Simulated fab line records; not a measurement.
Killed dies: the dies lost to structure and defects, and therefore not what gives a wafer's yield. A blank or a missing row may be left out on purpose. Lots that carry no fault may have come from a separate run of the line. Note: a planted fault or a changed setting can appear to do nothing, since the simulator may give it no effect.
fab line records	flow nand_harc
record lots=6	wafers=18	last_day=24
route steps=1159 shown A_ONON_D1@434
lots untouched by any fault: they come from a run of this same line in which no faults occurred
start_h: hours from the record's first day to the start of the lot's first wafer shown	wait_h: hours elapsed since this lot's preceding step	" as in the row above	L1.1+2: several wafers, shown together as one row	- no value, or no start given	* or withheld: withheld	< > ~ a bound
route shown NAME@n: names a module that has steps shown in the file, with the first one's number in the route	usual: average and standard deviation across the fault-free wafers	same: alike in all rows	chamber/n: place in a boat	sites: each site's reading	_std_site: the standard deviation of these	_edge_site: the outer-site mean with the inner-site mean subtracted	radius_mm: how far each site lies from the wafer's centre	mask NAME#n: copy n	behind: the tool/chamber that last shaped the wafer	hold: what put the lot on hold/how long, in hours/how the hold closed	device: the n, p or np transistor that did not switch	end of line: at the end of the route, the tests of the same wafers	a step given without rows: its recipe and nothing more	killed: at the first sort, the dies lost to defects and structure; wafer yield is something else	map: a wafer's dies, marking killed ones x, the rest . and places with no die _
set.NAME: the run value of the setting; set.NAME@STEP: its run value at that earlier step	model.NAME: the simulator's own value behind a step, which no gauge read
lots at selected steps of the route; one table per step, one row per wafer
services: when a tool's chamber went out of use (start_h, in hours from the record's first day, below 0 if earlier), for how many hours, and the reason
## steps
# step NHARC_A_ONON_D1_ANNEAL_15
# recipe temp_c=750	time_s=3600
# step NHARC_A_ONON_D1_DEP_16
# recipe target_thk_a=10000	n2_flow_sccm=2750	n2o_flow_sccm=2000	nh3_flow_sccm=500	sih4_flow_sccm=210	temp_c=400
# step NHARC_A_ONON_D1_THK_MEAS_18
# recipe thk_meas_gauge=ellipsometry
# usual thk_nm=996/8.4
lot.wafer	tool	chamber	start_h	wait_h	thk_nm
L949.3	film_metro-02	-	168.20	-	991
L949.4	"	-	"	"	991
L949.5	"	-	"	"	990
L948.1	film_metro-01	-	168.22	-	1011
L948.2	"	-	"	"	1011
L948.6	"	-	"	"	1013
L962.1	film_metro-01	-	254.76	-	989
L962.2	"	-	"	"	989
L962.3	"	-	"	"	989
L964.3	film_metro-02	-	270.41	-	979
L964.4	"	-	"	"	978
L964.5	"	-	"	"	979
L963.1	film_metro-02	-	270.42	-	1007
L963.3	"	-	"	"	1006
L963.5	"	-	"	"	1007
L969.1	film_metro-01	-	293.94	-	986
L969.2	"	-	"	"	988
L969.6	"	-	"	"	989
# step NHARC_A_ONON_D1_DEP_19
# recipe target_thk_a=10000	n2_flow_sccm=2750	n2o_flow_sccm=2000	nh3_flow_sccm=500	sih4_flow_sccm=210	temp_c=400
# step NHARC_A_ONON_D1_THK_MEAS_21
# recipe thk_meas_gauge=ellipsometry
# usual thk_nm=997/9.1
lot.wafer	tool	chamber	start_h	wait_h	thk_nm
L949.3	film_metro-02	-	168.76	-	1000
L949.4	"	-	"	"	1001
L949.5	"	-	"	"	1002
L948.1	film_metro-01	-	168.79	-	994
L948.2	"	-	"	"	993
L948.6	"	-	"	"	992
L962.1	film_metro-02	-	255.34	-	991
L962.2	"	-	"	"	990
L962.3	"	-	"	"	992
L964.3	film_metro-02	-	270.97	-	1012
L964.4	"	-	"	"	1015
L964.5	"	-	"	"	1014
L963.1	film_metro-02	-	270.99	-	1003
L963.3	"	-	"	"	1003
L963.5	"	-	"	"	1004
L969.1	film_metro-02	-	294.51	-	994
L969.2	"	-	"	"	993
L969.6	"	-	"	"	994
# step NHARC_A_ONON_D1_DEP_22
# recipe target_thk_a=10000	n2_flow_sccm=2750	n2o_flow_sccm=2000	nh3_flow_sccm=500	sih4_flow_sccm=210	temp_c=400
# step NHARC_A_ONON_D1_THK_MEAS_24
# recipe thk_meas_gauge=ellipsometry
# usual thk_nm=1003/10
lot.wafer	tool	chamber	start_h	wait_h	thk_nm
L949.3	film_metro-02	-	169.32	-	1005
L949.4	"	-	"	"	1002
L949.5	"	-	"	"	1002
L948.1	film_metro-01	-	169.35	-	1019
L948.2	"	-	"	"	1018
L948.6	"	-	"	"	1018
L962.1	film_metro-01	-	255.92	-	988
L962.2	"	-	"	"	988
L962.3	"	-	"	"	988
L964.3	film_metro-01	-	271.54	-	1022
L964.4	"	-	"	"	1022
L964.5	"	-	"	"	1024
L963.1	film_metro-01	-	271.56	-	982
L963.3	"	-	"	"	982
L963.5	"	-	"	"	982
L969.1	film_metro-02	-	295.07	-	997
L969.2	"	-	"	"	998
L969.6	"	-	"	"	999
# step NHARC_A_ONON_D1_DEP_25
# recipe target_thk_a=10000	n2_flow_sccm=2750	n2o_flow_sccm=2000	nh3_flow_sccm=500	sih4_flow_sccm=210	temp_c=400
# step NHARC_A_ONON_D1_THK_MEAS_27
# recipe thk_meas_gauge=ellipsometry
# usual thk_nm=1001/11
lot.wafer	tool	chamber	start_h	wait_h	thk_nm
L949.3	film_metro-02	-	169.88	-	1011
L949.4	"	-	"	"	1009
L949.5	"	-	"	"	1008
L948.1	film_metro-02	-	169.91	-	998
L948.2	"	-	"	"	999
L948.6	"	-	"	"	999
L962.1	film_metro-01	-	256.49	-	999
L962.2	"	-	"	"	1003
L962.3	"	-	"	"	1002
L964.3	film_metro-02	-	272.10	-	993
L964.4	"	-	"	"	993
L964.5	"	-	"	"	991
L963.1	film_metro-01	-	272.12	-	989
L963.3	"	-	"	"	991
L963.5	"	-	"	"	990
L969.1	film_metro-01	-	295.64	-	988
L969.2	"	-	"	"	988
L969.6	"	-	"	"	988
# step NHARC_A_ONON_D1_DEP_28
# recipe target_thk_a=10000	n2_flow_sccm=2750	n2o_flow_sccm=2000	nh3_flow_sccm=500	sih4_flow_sccm=210	temp_c=400
# step NHARC_A_ONON_D1_THK_MEAS_30
# recipe thk_meas_gauge=ellipsometry
# usual thk_nm=1000/12
lot.wafer	tool	chamber	start_h	wait_h	thk_nm
L949.3	film_metro-01	-	170.45	-	1013
L949.4	"	-	"	"	1014
L949.5	"	-	"	"	1015
L948.1	film_metro-02	-	170.50	-	1002
L948.2	"	-	"	"	1003
L948.6	"	-	"	"	1003
L962.1	film_metro-02	-	257.06	-	1004
L962.2	"	-	"	"	1003
L962.3	"	-	"	"	1002
L964.3	film_metro-01	-	272.67	-	981
L964.4	"	-	"	"	984
L964.5	"	-	"	"	984
L963.1	film_metro-02	-	272.71	-	1002
L963.3	"	-	"	"	1002
L963.5	"	-	"	"	1003
L969.1	film_metro-02	-	296.20	-	997
L969.2	"	-	"	"	1000
L969.6	"	-	"	"	997
# step NHARC_A_ONON_D1_DEP_33
# recipe target_thk_a=2000	temp_c=400	pressure_torr=6.5	rf_w=900	teos_flow_sccm=161.4	flow_sccm=2650	target_thk_nm=200	gas=O2	material=SiO2
# usual heater_power_w=559/92	mfc_precursor_sccm=161.4/0.5	throttle_valve_pct=16.04/0.29
lot.wafer	tool	chamber	start_h	wait_h	heater_power_w	mfc_precursor_sccm	throttle_valve_pct
L949.3	pecvd-02	0	170.55	0.1	444	161.5	15.66
L949.5	"	2	"	"	575	161.8	16.00
L949.4	"	1	"	"	514	160.6	15.86
L948.2	pecvd-04	2	170.60	0.1	600	161.0	16.83
L948.1	"	0	"	"	708	162.3	15.92
L948.6	"	2	"	"	608	161.6	17.00
L962.3	pecvd-02	2	257.12	0.1	625	162.2	15.86
L962.2	"	0	"	"	353	224.6	16.25
L962.1	"	1	"	"	463	160.6	15.79
L964.3	pecvd-01	0	272.81	0.1	664	161.4	15.99
L964.4	"	1	"	"	609	160.3	15.95
L964.5	"	2	"	"	544	160.5	15.59
L963.3	pecvd-02	1	272.84	0.1	517	161.3	15.69
L963.1	"	0	"	"	380	224.0	17.00
L963.5	"	1	"	"	504	161.7	15.62
L969.1	pecvd-01	2	296.26	0.1	555	161.4	15.77
L969.2	"	0	"	"	597	161.8	15.97
L969.6	"	1	"	"	513	161.4	15.90
# step NHARC_A_ONON_D1_THK_MEAS_34
# recipe thk_meas_gauge=ellipsometry
# usual thk_nm=201/3.2
lot.wafer	tool	chamber	start_h	wait_h	thk_nm
L949.3	film_metro-01	-	170.92	-	197
L949.4	"	-	"	"	202
L949.5	"	-	"	"	204
L948.1	film_metro-01	-	170.97	-	199
L948.2	"	-	"	"	198
L948.6	"	-	"	"	206
L962.1	film_metro-01	-	257.53	-	203
L962.2	"	-	"	"	276
L962.3	"	-	"	"	200
L964.3	film_metro-01	-	273.14	-	196
L964.4	"	-	"	"	200
L964.5	"	-	"	"	200
L963.1	film_metro-01	-	273.25	-	276
L963.3	"	-	"	"	203
L963.5	"	-	"	"	206
L969.1	film_metro-02	-	296.67	-	201
L969.2	"	-	"	"	197
L969.6	"	-	"	"	201
## services
tool	chamber	start_h	hours	kind
pecvd-04	-	152.50	0.5	repair
pecvd-02	-	153.02	13.0	pm
pecvd-02	0	153.02	13.0	vent_cycle
pecvd-02	1	153.02	13.0	vent_cycle
pecvd-02	2	153.02	13.0	vent_cycle
pecvd-02	0	166.02	-	clean
pecvd-02	1	166.02	-	clean
pecvd-02	2	166.02	-	clean
pecvd-02	1	186.30	4.6	repair
pecvd-04	-	195.00	13.0	pm
pecvd-04	0	195.00	13.0	vent_cycle
pecvd-04	1	195.00	13.0	vent_cycle
pecvd-04	2	195.00	13.0	vent_cycle
pecvd-04	0	208.00	-	clean
pecvd-04	1	208.00	-	clean
pecvd-04	2	208.00	-	clean
pecvd-02	0	220.46	4.2	repair
pecvd-01	-	237.64	13.0	pm
pecvd-01	0	237.64	13.0	vent_cycle
pecvd-01	1	237.64	13.0	vent_cycle
pecvd-01	2	237.64	13.0	vent_cycle
pecvd-01	0	250.64	-	clean
pecvd-01	1	250.64	-	clean
pecvd-01	2	250.64	-	clean
## key
first_sign step=NHARC_A_ONON_D1_DEP_33	reading=mfc_precursor_sccm	direction=up	sigmas=99+	usual=161.4	struck=224.3
effect step=NHARC_A_ONON_D1_THK_MEAS_34	reading=thk_nm	direction=up	sigmas=24	usual=201	struck=276
met_at NHARC_A_ONON_D1_DEP_33
struck_wafers L962.2,L963.1
tester_left_out L962,L963
onset_between 170.55 257.12
fault kind=process_parameter_drift	tool=pecvd-02	chamber=0	onset_h=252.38	steps=NHARC_A_ONON_D1_DEP_33	channel=teos_flow_sccm	offset=*	shape=step	end_h=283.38	acts_in=*	stated=*
# tester_left_out: of these lots the tester's yield and bins aren't shown, on N5 and GAA mostly nor the transistor test; their killed dies are dies lost to structure and defects alone, not to doping, threshold or leakage, so they don't give the yield
